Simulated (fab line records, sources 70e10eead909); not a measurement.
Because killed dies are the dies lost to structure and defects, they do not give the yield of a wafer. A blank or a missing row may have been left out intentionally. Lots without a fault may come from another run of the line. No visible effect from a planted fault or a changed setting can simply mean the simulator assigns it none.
A lot that was struck, set against a sound lot / flow nandHarc / 32 steps out of a route of 1302
Sound: the wafers L514.4, L514.5, L514.6. Struck: wafer L523.2. (L523.3, L523.4 of the same lot were not struck and are left out.) The cause comes at the end.
Each step with rows lists, per side, the tool, then ch with its chambers, then its first start. Under that, the readings that differ: sound wafers / struck wafers / difference of the means / sigmas: that difference in standard deviations of wafers without a fault.
alike: same words and numbers on both sides, and readings whose means sit less than 2 such deviations apart. not compared: any withheld reading, any reading some wafer has no value for, any bound like >300 that may hide the same value, and any number with overlapping values for which the record gives no deviation.
A row with sigmas, a row that says differs or no value, or rows on one side alone: a step with any of these is where the two part. When numbers do not overlap yet have no deviation, they are printed without sigmas and do not part them. A reading missing from all wafers of one side parts the sides only when that side holds two or more wafers.

first, 1 step without rows for these wafers: NHARC_THIN_TSV_DEGAS_49 (time 120 s).
NHARC_THIN_TSV_PRE_CLEAN_50: time 30 s.
  sound on pvdSputter-01; struck on pvdSputter-03
  alike: heaterPowerW
NHARC_THIN_TSV_PVD_19: deposits TaN, target thk 20 nm.
  sound on pvdSputter-01; struck on pvdSputter-03
reading=throttleValvePct (%); sound=30.0 30.2 30.0; struck=31.9; difference=+1.8; sigmas=+2
then, 2 steps without rows for these wafers: NHARC_THIN_TSV_PVD_51 (deposits Cu, target thk 100 nm); NHARC_THIN_TSV_ECD_20 (material Cu, target thk 2000 nm).
NHARC_THIN_TSV_ANNEAL_52: time 90 s.
  sound on rtpAnneal-01 ch 0, day 25 01:03; struck on rtpAnneal-02 ch 0, day 28 12:26
  alike: annealTempCMax, wafer_temp_C_max
NHARC_THIN_TSV_CMP_21: polishes, t overpolish 30 s, target thk 2000 nm.
  sound on cmp-04 ch 1,2,3, day 25 01:18; struck on cmp-02 ch 1, day 28 12:43
  alike: motorCurrentA, overpolishRunS, slurryFilterDpKPa
then, 4 steps without rows for these wafers: NHARC_THIN_TSV_SRD_23; NHARC_THIN_TSV_DEGAS_53 (time 60 s); NHARC_THIN_TSV_PRE_CLEAN_54 (time 30 s); NHARC_THIN_TSV_PVD_55 (deposits TiN, target thk 50 nm).
NHARC_THIN_TSV_PVD_24: deposits Al, target thk 800 nm.
  sound on pvdSputter-01, day 25 02:03; struck on pvdSputter-01, day 28 13:29
then, 8 steps without rows for these wafers: NHARC_THIN_TSV_DEHYDRATE_25 (time 120 s); NHARC_THIN_TSV_HMDS_26 (time 30 s); NHARC_THIN_TSV_COAT_27; NHARC_THIN_TSV_SOFTBAKE_28 (time 95 s); NHARC_THIN_TSV_EBR_29; NHARC_THIN_TSV_EXPOSE_30 (exposes mask PAD); NHARC_THIN_TSV_PEB_31 (peb time 85 s); NHARC_THIN_TSV_DEVELOP_32 (time 70 s).
NHARC_THIN_TSV_CD_MEAS_33 targets a cd of 5000 nm.
  sound on cdSem-02 ch 0, day 25 02:51; struck on cdSem-03 ch 0, day 28 14:11
  alike: cdNm
then, 4 steps without rows for these wafers: NHARC_THIN_TSV_HARDBAKE_34 (time 80 s); NHARC_THIN_TSV_DESCUM_35 (chemistry O2, time 3 s); NHARC_THIN_TSV_ETCH_59 (etches the open film in Cl2/BCl3, target depth 880 nm, time 138.1 s); NHARC_THIN_TSV_ETCH_36 (etches the open film in Cl2/BCl3, target depth 65 nm, time 18.571 s).
NHARC_THIN_TSV_STRIP_56: strips in O2.
  sound on plasmaAsher-02 ch 0,1, day 25 03:38; struck on plasmaAsher-01 ch 0, day 28 14:50
reading=drypumpMotorCurrentA (A); sound=6.01 6.05 6.02; struck=5.36; difference=-0.67; sigmas=-2
reading=rfHoursCounterH (h); sound=- - -; struck=29; difference=no value on the sound wafers; sigmas=
  alike: heaterPowerW
then, 1 step without rows for these wafers: NHARC_THIN_TSV_STRIP_57 (strips in post etch residue remover, time 1200 s).
NHARC_THIN_TSV_CD_MEAS_37:
  sound on cdSem-02, day 25 04:17; struck on cdSem-01, day 28 15:38
reading=cdNm (nm); sound=4998 4998 4995; struck=5005; difference=+8; sigmas=+2
then, 1 step without rows for these wafers: NHARC_THIN_TSV_ANNEAL_58 (time 1800 s).
NHARC_THIN_TSV_INSPECT_40:
  sound on defectInspect-02, day 25 08:53; struck on defectInspect-01, day 28 20:10
  alike: rawDefectCount
NHARC_END_WLT_00:
  rows exist in the record for the sound wafers here (prober-02, day 25 10:26), none for the struck ones
NHARC_END_SORT_01:
  sound on prober-02 ch 0, day 25 14:22; struck on prober-02 ch 0, day 29 00:02
reading=defectLimitedYield (%); sound=90.1 88.5 87.9; struck=0; difference=-89; sigmas=-37
reading=killedAtArray; sound=64 74 81; struck=19; difference=-54; sigmas=-3
reading=killedAtOther; sound=0 0 0; struck=655; difference=+655; sigmas=+99 or more
reading=killedDies; sound=67 78 82; struck=677; difference=+601; sigmas=+38
reading=sort_bin_2_pct (%); sound=4.0 4.0 4.0; struck=1.2; difference=-2.8; sigmas=-3
reading=sort_bin_3_pct (%); sound=1.3 1.3 1.0; struck=96.6; difference=+95.4; sigmas=+99 or more
reading=sort_bin_4_pct (%); sound=4.6 6.2 7.1; struck=2.2; difference=-3.8; sigmas=-3
reading=sortNPass; sound=610 599 595; struck=0; difference=-601; sigmas=-38
reading=sortRimYieldPct (%); sound=100 89 96; struck=0; difference=-95; sigmas=-25
reading=sortYieldPct (%); sound=90.1 88.5 87.9; struck=0; difference=-89; sigmas=-37
  alike: killedAtPeriphery, killedOpen, killedShort

## WHERE THEY PART
Last at NHARC_END_SORT_01 as far as this record goes, first at NHARC_THIN_TSV_PVD_19.

WHY: what the simulator had put in
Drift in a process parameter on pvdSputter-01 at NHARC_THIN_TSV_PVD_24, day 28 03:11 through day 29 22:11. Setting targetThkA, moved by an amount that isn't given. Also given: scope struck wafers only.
